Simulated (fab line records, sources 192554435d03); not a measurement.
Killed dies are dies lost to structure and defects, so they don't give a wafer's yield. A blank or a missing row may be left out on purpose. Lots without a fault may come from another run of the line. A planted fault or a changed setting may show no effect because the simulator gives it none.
Split-lot experiment | flow n5_finfet | 7 lots, 39 wafers read, on a route of 1938 steps

THE SPLIT
At N5_BEOL_M5_ILD_DEP_00 (deposits SiCOH lowk from DEMS/porogen, target thk 140.64 nm, time 25.9 s), the setting time_s was moved away from the recipe's 25.9 s on 18 of the 39 wafers read, by -51.4% to +57.9%. The other wafers ran this setting at the recipe's value.

FROM THE SPLIT TO THE READING: what the file shows between them, 1 step
- N5_BEOL_M5_CURE_79: cures SiCOH lowk, time 240 s

THE READING
M5_ILD_THK, in nm, at N5_BEOL_M5_THK_MEAS_01. Fault-free wafers of this fab line usually give 121.0 nm, standard deviation 1.7 nm.

wafer  | tool, chamber at the split | time_s as run, s | against the recipe | M5_ILD_THK, nm | against lot-mates on the recipe
L081.1 | pecvd-01, 0                | 25.9             | recipe             | 119.1          | -
L081.2 | pecvd-01, 1                | 40.89            | +57.9%             | 189.2          | +70.0
L081.3 | pecvd-01, 2                | 25.9             | recipe             | 118.2          | -
L081.4 | pecvd-01, 1                | 25.9             | recipe             | 120.4          | -
L081.5 | pecvd-01, 0                | 40.89            | +57.9%             | 191.4          | +72.2
L081.6 | pecvd-01, 2                | 40.89            | +57.9%             | 187.9          | +68.7
L082.1 | pecvd-01, 0,1              | 33.53            | +29.5%             | 156.5          | +32.8
L082.2 | pecvd-01, 2                | 33.53            | +29.5%             | 153.9          | +30.2
L082.3 | pecvd-01, 0,1              | 33.53            | +29.5%             | 156.5          | +32.8
L082.4 | pecvd-01, 2                | 25.9             | recipe             | 122.8          | -
L082.5 | pecvd-01, 1                | 25.9             | recipe             | 125.3          | -
L082.6 | pecvd-01, 0                | 25.9             | recipe             | 123.1          | -
L090.1 | pecvd-01, 2                | 25.9             | recipe             | 118.5          | -
L090.2 | pecvd-01, 1                | 12.59            | -51.4%             | 61.9           | -58.3
L090.3 | pecvd-01, 0                | 25.9             | recipe             | 119.5          | -
L090.4 | pecvd-01, 0                | 12.59            | -51.4%             | 60.6           | -59.6
L090.5 | pecvd-01, 1                | 25.9             | recipe             | 122.5          | -
L090.6 | pecvd-01, 2                | 12.59            | -51.4%             | 58.3           | -61.9
L091.1 | pecvd-04, 2                | 25.9             | recipe             | 120.1          | -
L091.2 | pecvd-04, 0                | 25.9             | recipe             | 117.7          | -
L091.3 | pecvd-04, 1                | 25.9             | recipe             | 119.4          | -
L091.4 | pecvd-04, 0                | 13.61            | -47.5%             | 64.6           | -54.5
L091.5 | pecvd-04, 1                | 13.61            | -47.5%             | 63.6           | -55.5
L091.6 | pecvd-04, 2                | 13.61            | -47.5%             | 63.3           | -55.8
L095.1 | pecvd-04, 2                | 38.01            | +46.8%             | 174.9          | +53.6
L095.2 | pecvd-04, 0                | 25.9             | recipe             | 119.3          | -
L095.3 | pecvd-04, 0                | 38.01            | +46.8%             | 177.4          | +56.1
L095.4 | pecvd-04, 2                | 25.9             | recipe             | 122.8          | -
L095.5 | pecvd-04, 2                | 38.01            | +46.8%             | 176.9          | +55.6
L095.6 | pecvd-04, 0                | 25.9             | recipe             | 121.7          | -
L096.1 | pecvd-04, 1                | 25.9             | recipe             | 120.2          | -
L096.2 | pecvd-04, 2                | 25.9             | recipe             | 121.1          | -
L096.3 | pecvd-04, 0                | 25.9             | recipe             | 121.2          | -
L096.4 | pecvd-04, 1,2              | 20.25            | -21.8%             | 96.4           | -24.4
L096.5 | pecvd-04, 1,2              | 20.25            | -21.8%             | 96.3           | -24.5
L096.6 | pecvd-04, 0                | 20.25            | -21.8%             | 96.5           | -24.3
L097.3 | pecvd-04, 0                | 25.9             | recipe             | 122.3          | -
L097.4 | pecvd-04, 2                | 25.9             | recipe             | 121.8          | -
L097.6 | pecvd-04, 0                | 25.9             | recipe             | 124.5          | -
Where a row lists several chambers, the file gives one row for several wafers and doesn't say which wafer went through which chamber.

THE FIT
A straight line over all 39 wafers: M5_ILD_THK changes by +1.18 nm for each +1% of time_s; r = +1.00; the points scatter about the line by 1.8 nm.
The same after taking each lot's own level away (the mean of its wafers on the recipe; 39 wafers): +1.17 nm for each +1%; r = +1.00; scatter 1.6 nm.
On that fit, the largest move of time_s shifts the reading by 68 nm.
The lots' own levels span 119.07 to 123.73 nm, that is 2.7 times the standard deviation above.
So the lot-to-lot level changes the slope little: the two slopes agree.
Check: with one of the wafers moved furthest among these (+57.9%) left out of the fit, the line predicts +67.8 nm for it against its lot-mates. It came out at +70 nm against them.

OTHER SPLITS ON THESE WAFERS
These wafers also went through other splits before the reading. Each is held against what the fit with the lots' levels taken away leaves over:
other split on the same wafers              | wafers away from the commonest value | r with M5_ILD_THK (lot level and that fit taken away)
N5_BEOL_M0_SAQP_SPACER2_ALD_26 target_thk_a | 18                                   | -0.13
N5_BEOL_M1_TRENCH_ETCH_37 target_depth_a    | 12                                   | +0.08
N5_BEOL_M3_ETCH_41 target_depth_a           | 6                                    | -0.06

THE WHOLE CHAIN: every reading that the file lists as answering this split, in the file's order
step                   | what it does                                                             | reading                                                                                  | change (the file's fit)              | r (the file's)
N5_BEOL_M5_ILD_DEP_00  | deposits SiCOH lowk from DEMS/porogen, target thk 140.64 nm, time 25.9 s | SiCOH_lowk_of_BEOL_M5_ILD_DEP_00.thk_nm (the simulator's own value, which no gauge read) | +1.35 nm for each +1% of the setting | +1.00
N5_BEOL_M5_CURE_79     | cures SiCOH lowk, time 240 s                                             | SiCOH_lowk_of_BEOL_M5_ILD_DEP_00.thk_nm (the simulator's own value, which no gauge read) | +1.17 nm for each +1% of the setting | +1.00
N5_BEOL_M5_THK_MEAS_01 |                                                                          | M5_ILD_THK                                                                               | +1.17 for each +1% of the setting    | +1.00

THE FILE'S OWN FIT
M5_ILD_THK changes by +1.17 nm for each +1% of time_s, r = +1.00.
